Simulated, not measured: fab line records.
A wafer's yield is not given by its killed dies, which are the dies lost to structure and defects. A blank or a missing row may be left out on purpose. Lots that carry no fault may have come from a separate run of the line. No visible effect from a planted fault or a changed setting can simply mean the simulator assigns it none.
Matching of chambers || flow n5-finfet || N5_HKMG_FIN_CMP_23 on cmp-03 has 4 sister chambers
The step polishes, stops on SiNx, t overpolish 10 s, target thk 46.326 nm. 16 wafers are shown with their chamber, then 7 later ones without.

WAFERS WITH THEIR CHAMBER
{"wafer": "L652.2", "chamber": 2, "motor-current-A (A)": 10.7, "overpolish-run-s (s)": 9.988, "platen-rpm (rpm)": 50.26}
{"wafer": "L652.5", "chamber": 3, "motor-current-A (A)": 12.7, "overpolish-run-s (s)": 9.988, "platen-rpm (rpm)": 50.30}
{"wafer": "L655.1", "chamber": 3, "motor-current-A (A)": 12.1, "overpolish-run-s (s)": 10.000, "platen-rpm (rpm)": 50.33}
{"wafer": "L655.2", "chamber": 1, "motor-current-A (A)": 14.5, "overpolish-run-s (s)": 10.010, "platen-rpm (rpm)": 50.33}
{"wafer": "L655.4", "chamber": 2, "motor-current-A (A)": 10.6, "overpolish-run-s (s)": 9.992, "platen-rpm (rpm)": 50.32}
{"wafer": "L657.1", "chamber": 1, "motor-current-A (A)": 14.7, "overpolish-run-s (s)": 10.008, "platen-rpm (rpm)": 50.29}
{"wafer": "L657.2", "chamber": 2, "motor-current-A (A)": 10.5, "overpolish-run-s (s)": 10.000, "platen-rpm (rpm)": 50.23}
{"wafer": "L657.3", "chamber": 3, "motor-current-A (A)": 12.4, "overpolish-run-s (s)": 9.988, "platen-rpm (rpm)": 50.30}
{"wafer": "L660.2", "chamber": 0, "motor-current-A (A)": 12.8, "overpolish-run-s (s)": 10.003, "platen-rpm (rpm)": 50.32}
{"wafer": "L660.4", "chamber": 1, "motor-current-A (A)": 14.5, "overpolish-run-s (s)": 10.010, "platen-rpm (rpm)": 50.23}
{"wafer": "L660.5", "chamber": 1, "motor-current-A (A)": 14.1, "overpolish-run-s (s)": 9.994, "platen-rpm (rpm)": 50.24}
{"wafer": "L664.1", "chamber": 3, "motor-current-A (A)": 12.4, "overpolish-run-s (s)": 10.002, "platen-rpm (rpm)": 50.27}
{"wafer": "L664.5", "chamber": 0, "motor-current-A (A)": 12.9, "overpolish-run-s (s)": 9.984, "platen-rpm (rpm)": 50.30}
{"wafer": "L664.6", "chamber": 1, "motor-current-A (A)": 14.1, "overpolish-run-s (s)": 10.002, "platen-rpm (rpm)": 50.27}
{"wafer": "L667.1", "chamber": 3, "motor-current-A (A)": 12.6, "overpolish-run-s (s)": 9.983, "platen-rpm (rpm)": 50.24}
{"wafer": "L667.3", "chamber": 0, "motor-current-A (A)": 13.3, "overpolish-run-s (s)": 10.000, "platen-rpm (rpm)": 50.31}

SIGNATURES, as means of the wafers listed above
{"reading": "motor-current-A", "chamber 0": 13.000, "chamber 1": 14.380, "chamber 2": 10.600, "chamber 3": 12.440, "scatter within a chamber": 0.235}
{"reading": "overpolish-run-s", "chamber 0": 9.99567, "chamber 1": 10.00480, "chamber 2": 9.99333, "chamber 3": 9.99220, "scatter within a chamber": 0.0079}
{"reading": "platen-rpm", "chamber 0": 50.3100, "chamber 1": 50.2720, "chamber 2": 50.2700, "chamber 3": 50.2880, "scatter within a chamber": 0.036}
Rule: for each reading, subtract the chamber's mean from the wafer's reading, divide by that reading's scatter and square the result; add these up over the readings and take the root, which gives the wafer's distance from the chamber. The wafer belongs to the nearest chamber; if the next one is less than 2 further off, it can't be placed. The scatter: the root of (the sum of the squares of (reading less its chamber's mean) over the shown wafers, divided by (wafers less chambers)).

WAFERS WITH NO CHAMBER GIVEN
{"wafer": "L667.4", "motor-current-A (A)": 14.3, "overpolish-run-s (s)": 10.005, "platen-rpm (rpm)": 50.33}
{"wafer": "L669.1", "motor-current-A (A)": 10.5, "overpolish-run-s (s)": 9.997, "platen-rpm (rpm)": 50.27}
{"wafer": "L669.2", "motor-current-A (A)": 12.6, "overpolish-run-s (s)": 9.989, "platen-rpm (rpm)": 50.24}
{"wafer": "L669.3", "motor-current-A (A)": 13.6, "overpolish-run-s (s)": 10.012, "platen-rpm (rpm)": 50.27}
{"wafer": "L672.1", "motor-current-A (A)": 13.1, "overpolish-run-s (s)": 10.000, "platen-rpm (rpm)": 50.31}
{"wafer": "L672.3", "motor-current-A (A)": 12.7, "overpolish-run-s (s)": 9.997, "platen-rpm (rpm)": 50.28}
{"wafer": "L672.5", "motor-current-A (A)": 12.4, "overpolish-run-s (s)": 9.982, "platen-rpm (rpm)": 50.31}

EACH ONE'S CHAMBER
{"wafer": "L667.4", "from the rows above": 1, "in truth": 1}
{"wafer": "L669.1", "from the rows above": 2, "in truth": 2}
{"wafer": "L669.2", "from the rows above": "can't be placed: 3 or 0", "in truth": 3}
{"wafer": "L669.3", "from the rows above": "can't be placed: 1 or 0", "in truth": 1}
{"wafer": "L672.1", "from the rows above": 0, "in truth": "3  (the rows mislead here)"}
{"wafer": "L672.3", "from the rows above": "can't be placed: 3 or 0", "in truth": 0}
{"wafer": "L672.5", "from the rows above": "can't be placed: 3 or 0", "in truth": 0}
2 of 7 placed correctly. These rows do not allow placing 4 (true chamber among the candidates in 4). Wrongly placed: 1.
